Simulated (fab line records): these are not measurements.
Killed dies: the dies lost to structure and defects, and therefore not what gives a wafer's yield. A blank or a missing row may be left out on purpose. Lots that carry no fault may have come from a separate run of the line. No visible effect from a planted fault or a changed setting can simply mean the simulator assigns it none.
The tool behind it: which one?    flow n5Finfet    24 wafers from 8 lots sampled at 4 of the route's 1938 steps

## WHAT THE GAUGES SHOWED, per wafer
N5_FIN_SAQP_THK_MEAS_05.
lot   measured     on            thkNm (nm)
L562  day 2 23:57  filmMetro-01  37.9 38.6 38.6
L568  day 4 08:55  filmMetro-02  38.3 38.5 39.2
L569  day 4 15:01  filmMetro-01  37.4 31.9 37.9
L572  day 5 09:53  filmMetro-01  38.6 38.3 38.6
L575  day 6 04:20  filmMetro-01  37.5 38.3 38.5
L578  day 6 21:35  filmMetro-02  37.8 38.3 37.9
L579  day 7 02:55  filmMetro-02  38.1 38.7 38.6
L581  day 7 15:29  filmMetro-02  37.9 39.6 38.6

## WHICH TOOL RAN EACH LOT (tool, then ch and the chambers of the sampled wafers, then the start)
lot   N5_PMOS_HMC_CHANNEL_EPI_HM_DEP_34  N5_PMOS_HMC_CHANNEL_EPI_DESCUM_14  N5_FIN_SAQP_HM_DEP_03
L562  pecvd-01 ch 1,2, day 2 19:16       rieDiel-02 ch 0,1,3, day 2 19:47   pecvd-01 ch 1,2, day 2 23:50
L568  pecvd-02 ch 1,2, day 4 04:47       rieDiel-03 ch 0,1,3, day 4 05:25   pecvd-01 ch 1,2, day 4 08:47
L569  pecvd-04 ch 0,1,2, day 4 10:44     rieDiel-03 ch 1,2,3, day 4 11:14   pecvd-01 ch 1,2, day 4 14:53
L572  pecvd-02 ch 1,2, day 5 04:38       rieDiel-03 ch 1,2,3, day 5 05:01   pecvd-03 ch 0,1, day 5 09:47
L575  pecvd-01 ch 0,1, day 5 23:43       rieDiel-03 ch 0,3, day 6 00:13     pecvd-03 ch 0,1,2, day 6 04:14
L578  pecvd-01 ch 0,1, day 6 17:03       rieDiel-03 ch 1,2,3, day 6 17:26   pecvd-03 ch 0,1,2, day 6 21:31
L579  pecvd-02 ch 0,1,2, day 6 22:40     rieDiel-02 ch 2,3, day 6 23:02     pecvd-03 ch 0,2, day 7 02:50
L581  pecvd-01 ch 0,1, day 7 10:55       rieDiel-03 ch 0,1,2, day 7 11:24   pecvd-03 ch 0,1,2, day 7 15:24
- N5_PMOS_HMC_CHANNEL_EPI_HM_DEP_34: deposits SiO2 from TEOS/O2, target thk 36 nm, time 6.9 s.
- N5_PMOS_HMC_CHANNEL_EPI_DESCUM_14: chemistry O2, time 7.9 s.
- N5_FIN_SAQP_HM_DEP_03: deposits SiNx from SiH4/NH3/N2, target thk 38 nm, time 33.6 s.

## AS READ BY THE TOOLS THEMSELVES (means over the sampled wafers that have a number; for cases with no such wafer, the mark the record gives instead)
N5_PMOS_HMC_CHANNEL_EPI_HM_DEP_34.
lot   tool      heaterPowerW (W)  rfFwdPowerW (W)  showerheadPlenumPTorr (Torr)  susceptorTempC (C)  throttleValvePct (%)
L562  pecvd-01  443               891              8.38                          400.03              18.2
L568  pecvd-02  685               893              8.35                          399.83              17.8
L569  pecvd-04  471               884              8.36                          399.90              18.7
L572  pecvd-02  625               889              8.34                          400.04              17.8
L575  pecvd-01  543               894              8.33                          399.94              18.1
L578  pecvd-01  573               890              8.35                          399.89              18.1
L579  pecvd-02  635               892              8.32                          399.96              18.4
L581  pecvd-01  517               895              8.33                          400.01              18.2

N5_PMOS_HMC_CHANNEL_EPI_DESCUM_14.
lot   tool        chamberPressureMTorr (mTorr)  drypumpMotorCurrentA (A)  oesProductAu (a.u.)  rfFwdPowerW (W)  rfVppV (V)  showerheadPlenumPTorr (Torr)  throttleValvePct (%)
L562  rieDiel-02  19.998                        5.5                       0.81                 49.59            242.6       2.09                          20.56
L568  rieDiel-03  19.998                        5.6                       0.75                 49.43            243.4       2.06                          20.74
L569  rieDiel-03  19.999                        5.6                       0.75                 49.20            242.2       2.06                          20.81
L572  rieDiel-03  19.996                        5.6                       0.75                 48.96            243.6       2.06                          20.80
L575  rieDiel-03  19.991                        5.4                       0.76                 49.51            243.7       2.11                          20.69
L578  rieDiel-03  20.004                        5.6                       0.74                 49.37            242.8       2.06                          20.82
L579  rieDiel-02  20.013                        5.4                       0.81                 49.37            243.7       2.12                          20.59
L581  rieDiel-03  19.999                        5.5                       0.74                 49.28            241.9       2.05                          20.73

N5_FIN_SAQP_HM_DEP_03.
lot   tool      heaterPowerW (W)  rfFwdPowerW (W)  showerheadPlenumPTorr (Torr)  susceptorTempC (C)  throttleValvePct (%)
L562  pecvd-01  674               298.8            5.19                          400.05              39.4
L568  pecvd-01  701               298.4            5.20                          399.99              39.5
L569  pecvd-01  665               297.7            5.18                          400.05              39.4
L572  pecvd-03  739               297.1            5.19                          400.04              40.5
L575  pecvd-03  777               297.7            5.18                          399.97              40.7
L578  pecvd-03  712               297.5            5.18                          399.87              40.9
L579  pecvd-03  754               297.1            5.17                          399.85              40.9
L581  pecvd-03  747               298.5            5.19                          399.87              40.7

## THE ANSWER, worked out from the rows above alone
Rule: usual is defined by the lots themselves. Put in order of their means at a reading, lots are off if they are a third of the lots or fewer, leave a main group of 4 or more, and stand apart from it by a gap of 3 or more times the standard deviation of the main group's means; of several such gaps the widest counts. Not used: any main group whose means are identical at the precision the tables above print for the reading. A lot without any number at a reading at which 4 lots or more have one is off too. The other lots that the step has rows for count as sound. First the gauges in route order, then the tools' own readings, where a lot's mean is used as printed above. At the first step where some lot is off, the reading lying furthest off is the one used; lots without a number count as furthest.
Off at N5_FIN_SAQP_THK_MEAS_05 (thkNm): L569. The main group: mean 38.4 nm, standard deviation 0.25.
If a tool, at a process step before that reading, ran all the lots that are off and no sound lot after the first of them, it fits. Those tools and the gauges at N5_FIN_SAQP_THK_MEAS_05 are tried in the same way. 2 tools fit, pecvd-04 at N5_PMOS_HMC_CHANNEL_EPI_HM_DEP_34 and pecvd-01 at N5_FIN_SAQP_HM_DEP_03, so this cannot tell which one it is.

## WHAT THE SIMULATOR HAD INSERTED
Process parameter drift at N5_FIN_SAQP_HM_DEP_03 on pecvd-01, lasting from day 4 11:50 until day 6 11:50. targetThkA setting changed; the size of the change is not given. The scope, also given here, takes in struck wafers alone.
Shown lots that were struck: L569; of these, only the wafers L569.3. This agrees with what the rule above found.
